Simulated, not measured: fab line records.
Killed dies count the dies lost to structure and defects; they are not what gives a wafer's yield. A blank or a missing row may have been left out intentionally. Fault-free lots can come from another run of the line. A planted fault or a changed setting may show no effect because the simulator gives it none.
A single fault, viewed from 2 desks + flow n5 finfet + what lay behind the numbers comes last; until then each desk has only its own

AT THE METROLOGY DESK
Lot by lot, what the gauges showed, no matter which tool ran the lot: averages of those sampled wafers that carry a number. Any lot whose mean is over 4 standard deviations away from the usual mean is out of limits and marked OUT; that distance is given in the brackets. 7 of its 10 readings are shown, namely those furthest out on some lot.
Columns: A = DIBL_N at N5_BEOL_M4_RC_MEAS_101, usual 35.4 mV/V; B = DIBL_P at N5_BEOL_M4_RC_MEAS_101, usual 34.8 mV/V; C = ION_N at N5_BEOL_M4_RC_MEAS_101, usual 677 uA/um; D = ION_P at N5_BEOL_M4_RC_MEAS_101, usual 462 uA/um; E = SS_N at N5_BEOL_M4_RC_MEAS_101, usual 71.4 mV/dec; F = VT_N at N5_BEOL_M4_RC_MEAS_101, usual 250 mV; G = VT_P at N5_BEOL_M4_RC_MEAS_101, usual -251 mV
| lot  | first seen here | A    | B    | C   | D   | E    | F   | G    |
|------|-----------------|------|------|-----|-----|------|-----|------|
| L900 | day 8 15:29     | 37.6 | 36.8 | 675 | 450 | 72.3 | 250 | -256 |
| L901 | day 8 15:54     | 34.3 | 31.6 | 678 | 473 | 70.6 | 251 | -250 |
| L906 | day 9 10:58     | 35.3 | 34.0 | 667 | 454 | 71.2 | 251 | -256 |
| L911 | day 11 11:31    | 35.5 | 35.7 | 680 | 464 | 71.6 | 249 | -250 |
| L913 | day 11 12:50    | 34.6 | 34.0 | 679 | 466 | 71.3 | 250 | -249 |
| L914 | day 11 15:32    | 34.2 | 33.0 | 652 | 453 | 71.5 | 256 | -251 |
| L912 | day 11 18:20    | 34.5 | 35.0 | 690 | 476 | 71.2 | 247 | -249 |
| L915 | day 11 20:48    | 37.2 | 37.0 | 674 | 466 | 71.6 | 250 | -252 |
| L916 | day 12 14:50    | 37.2 | 37.0 | 670 | 464 | 71.8 | 250 | -248 |
Finding of this desk: none of the 9 lots has anything out of limits.

AT THE TOOL OWNER'S DESK: rie diel-02
The tool's own readings at N5_BEOL_M0_SAQP_SPACER1_ETCHBACK_99 (etches SiO2 in CHF3/O2, target depth 15.4 nm, time 7.7 s): means of the sampled wafers that have a number, for each lot that ran on this tool. Any lot whose mean is over 4 standard deviations away from the usual mean is out of limits and marked OUT; that distance is given in the brackets.
Columns: A = CHF3_flow_sccm at N5_BEOL_M0_SAQP_SPACER1_ETCHBACK_99, usual 50.00 sccm; B = bias w at N5_BEOL_M0_SAQP_SPACER1_ETCHBACK_99, usual 170.0 W; C = drypump motor current A at N5_BEOL_M0_SAQP_SPACER1_ETCHBACK_99, usual 5.6 A; D = oes product au at N5_BEOL_M0_SAQP_SPACER1_ETCHBACK_99, usual 0.76 a.u.; E = rf vpp V at N5_BEOL_M0_SAQP_SPACER1_ETCHBACK_99, usual 526 V; F = showerhead plenum p Torr at N5_BEOL_M0_SAQP_SPACER1_ETCHBACK_99, usual 2.40 Torr; G = throttle valve pct at N5_BEOL_M0_SAQP_SPACER1_ETCHBACK_99, usual 19.0 %
| lot  | first seen here | A     | B     | C   | D    | E   | F    | G    |
|------|-----------------|-------|-------|-----|------|-----|------|------|
| L901 | day 6 01:20     | 49.97 | 169.3 | 5.9 | 0.74 | 519 | 2.41 | 19.1 |
| L906 | day 7 01:34     | 50.00 | 170.0 | 5.6 | 0.72 | 535 | 2.37 | 18.9 |
| L911 | day 8 13:41     | 49.80 | 170.4 | 5.6 | 0.70 | 533 | 2.36 | 19.0 |
| L912 | day 9 02:35     | 50.11 | 170.3 | 5.9 | 0.72 | 519 | 2.40 | 19.2 |
| L914 | day 9 10:39     | 49.93 | 170.9 | 5.9 | 0.69 | 526 | 2.38 | 18.9 |
| L916 | day 9 22:14     | 50.02 | 169.5 | 5.6 | 0.88 | 527 | 2.37 | 19.2 |
Finding of this desk: none of the 6 lots has anything out of limits.

ALL TOGETHER
At the metrology desk, nothing out of limits was observed.
The desk of the tool owner found nothing out of limits.

WHAT WAS PUT IN BY THE SIMULATOR
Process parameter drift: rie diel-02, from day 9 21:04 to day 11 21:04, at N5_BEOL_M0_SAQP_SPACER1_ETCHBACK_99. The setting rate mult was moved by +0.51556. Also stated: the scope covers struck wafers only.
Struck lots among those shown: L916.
